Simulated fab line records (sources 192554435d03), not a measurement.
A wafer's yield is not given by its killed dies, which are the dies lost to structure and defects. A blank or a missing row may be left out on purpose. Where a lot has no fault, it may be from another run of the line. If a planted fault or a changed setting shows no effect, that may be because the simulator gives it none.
A lot that was struck, set against a sound lot | flow n5 finfet | 17 steps out of a route of 1938
Sound: these wafers, L670.1, L670.2, L670.5. Struck: wafer L674.6 (left out: L674.2, L674.5 of the same lot, which were not struck); the cause appears at the end.
For every step that has rows: the tool of each side, followed by ch and its chambers, followed by its first start. Under that, the readings that differ: sound wafers | struck wafers | difference of the means | sigmas: that difference in standard deviations of wafers without a fault.
alike: readings whose means differ by less than 2 such deviations, and words and numbers that are the same on both sides. not compared: withheld readings, readings that some wafer has no value for, bounds like >300 that may hide the same value, and numbers for which the record gives no deviation and whose values overlap.
Wherever a step has rows on one side only, a row that says differs or no value, or a row with sigmas, the two part there. Numbers that have no deviation but don't overlap get no sigmas and don't part them. Lack of a reading on every wafer of one side parts them only where that side has two or more wafers.

first, 2 steps without rows for these wafers: N5_HKMG_FIN_COAT_66 (time 60 s, resist thk 300 nm); N5_HKMG_FIN_ETCH_67 (etches SOC in N2/H2, stops on TiN, target depth 388.9 nm).
N5_HKMG_FIN_STRIP_90: strips SOC in N2/H2, time 20 s.
  sound on rie diel-06 ch 0,1,2, day 5 11:35; struck on rie diel-06 ch 0, day 6 10:08
  alike: bias power w, drypump motor current A, oes product au, power w, rf fwd power W, rf vpp V, showerhead plenum p Torr, temp c, throttle valve pct
  not compared: rf hours counter h
then, 2 steps without rows for these wafers: N5_HKMG_FIN_WET_ETCH_73 (etches the open film in SC1, time 42.3 s, target depth 1.3 nm, rinse time 30 s); N5_HKMG_FIN_ETCHBACK_68 (etches the open film in Cl2/Ar, stops on HfO2, target depth 0.5 nm).
N5_HKMG_FIN_STRIP_69: strips in N2/H2, time 360 s.
  sound on plasma asher-01 ch 0,1, day 5 11:53; struck on plasma asher-02 ch 0, day 6 10:28
  reading                     | sound          | struck | difference | sigmas
  drypump motor current A (A) | 5.71 5.87 5.92 | 6.39   | +0.56      | +2
  alike: heater power w, temp c
  not compared: rf hours counter h
N5_HKMG_FIN_ALD_21: deposits TiN, target thk 1.5 nm, pulse time 1 s, purge time 3 s.
  sound on ald metal-01 ch 2,3, day 5 12:16; struck on ald metal-02 ch 1, day 6 10:51
  alike: heater power w, precursor pulse height rel
then, 4 steps without rows for these wafers: N5_HKMG_FIN_ALD_72 (deposits W, target thk 2 nm, pulse time 1 s, purge time 2 s); N5_HKMG_FIN_W_FILL_22 (material W, target thk 60 nm, time 18.2 s); N5_HKMG_FIN_PRECLEAN_83 (cleans in DIW, time 57.5 s); N5_HKMG_FIN_SRD_84 (dry time 32 s).
N5_HKMG_FIN_CMP_23: polishes, stops on SiNx, t overpolish 10 s, target thk 46.326 nm.
  sound on cmp-01 ch 1,2,3, day 5 12:58; struck on cmp-02 ch 2, day 6 11:34
  alike: edge zone pressure frac, motor current A, overpolish run s, time to endpoint s
N5_HKMG_FIN_CMP_94: polishes, stops on SiNx, t overpolish 4.7 s, target thk 43.299 nm.
  sound on cmp-01 ch 1,2,3, day 5 13:20; struck on cmp-02 ch 2, day 6 11:57
  alike: edge zone pressure frac, motor current A
N5_HKMG_FIN_INSPECT_28: inspects for defects (darkfield).
  sound: defect inspect-01 at day 5 13:31; struck: defect inspect-02 at day 6 12:07
  reading          | sound    | struck | difference | sigmas
  raw defect count | 37 38 39 | 843    | +805       | +45
N5_GATE_CUT_ETCHBACK_00: etches W in SF6/Cl2.
  sound on rie metal-02 ch 0,1, day 5 13:33; struck on rie metal-03 ch 1, day 6 12:10
  reading                     | sound          | struck | difference | sigmas
  drypump motor current A (A) | 5.91 5.80 5.78 | 5.24   | -0.59      | -2
  alike: SF6_flow_sccm, mfc cl2 sccm, oes product au, rf fwd power W, throttle valve pct
  not compared: rf hours counter h
-- the record jumps here: 5 days lie between the struck wafers' starts before and after (it left off in module GATE_CUT and takes up again in module BEOL_M4, whose first step shown is number 1111 of the route) --
N5_BEOL_M4_RC_MEAS_101:
  sound on prober-01 ch 0, day 9 19:33; struck on prober-01 ch 0, day 11 16:45
  alike: DIBL_N, DIBL_P, IOFF_N, IOFF_P, ION_N, ION_P, SS_N, SS_P, VT_N, VT_P
-- record jumps: 4 days separate the struck wafers' starts on either side; left off in module BEOL_M4, taken up again in module PASSIVATION, whose first shown step is the route's number 1936 --
N5_PASSIVATION_PROBE_49:
  sound: prober-01 at day 14 11:39; struck: prober-01 at day 15 21:31
  reading                  | sound          | struck | difference | sigmas
  defect limited yield (%) | 90.3 90.8 91.1 | 48.9   | -41.8      | -28
  killed_at_M0_to_M3       | 31 34 46       | 14     | -23        | -2
  killed at contacts       | 30 24 15       | 7      | -16        | -2
  killed at front end      | 43 28 38       | 574    | +538       | +41
  killed dies              | 115 108 105    | 603    | +494       | +29
  killed on rim            | 13 11 14       | 74     | +61        | +15
  killed open              | 85 75 65       | 30     | -45        | -3
  sort_bin_5_function (%)  | 5.8 6.0 5.2    | 30.8   | +25.1      | +28
  sort_bin_6_memory (%)    | 3.7 3.0 3.5    | 17.0   | +13.6      | +19
  sort n pass              | 1065 1072 1075 | 577    | -494       | -29
  sort yield pct (%)       | 90.3 90.8 91.1 | 48.9   | -41.8      | -28
  alike: killed_at_M4_up, killed at other, killed short

== WHERE THEY PART ==
Last at N5_PASSIVATION_PROBE_49 as far as this record goes, first at N5_HKMG_FIN_STRIP_69.

WHY: what the simulator had put in
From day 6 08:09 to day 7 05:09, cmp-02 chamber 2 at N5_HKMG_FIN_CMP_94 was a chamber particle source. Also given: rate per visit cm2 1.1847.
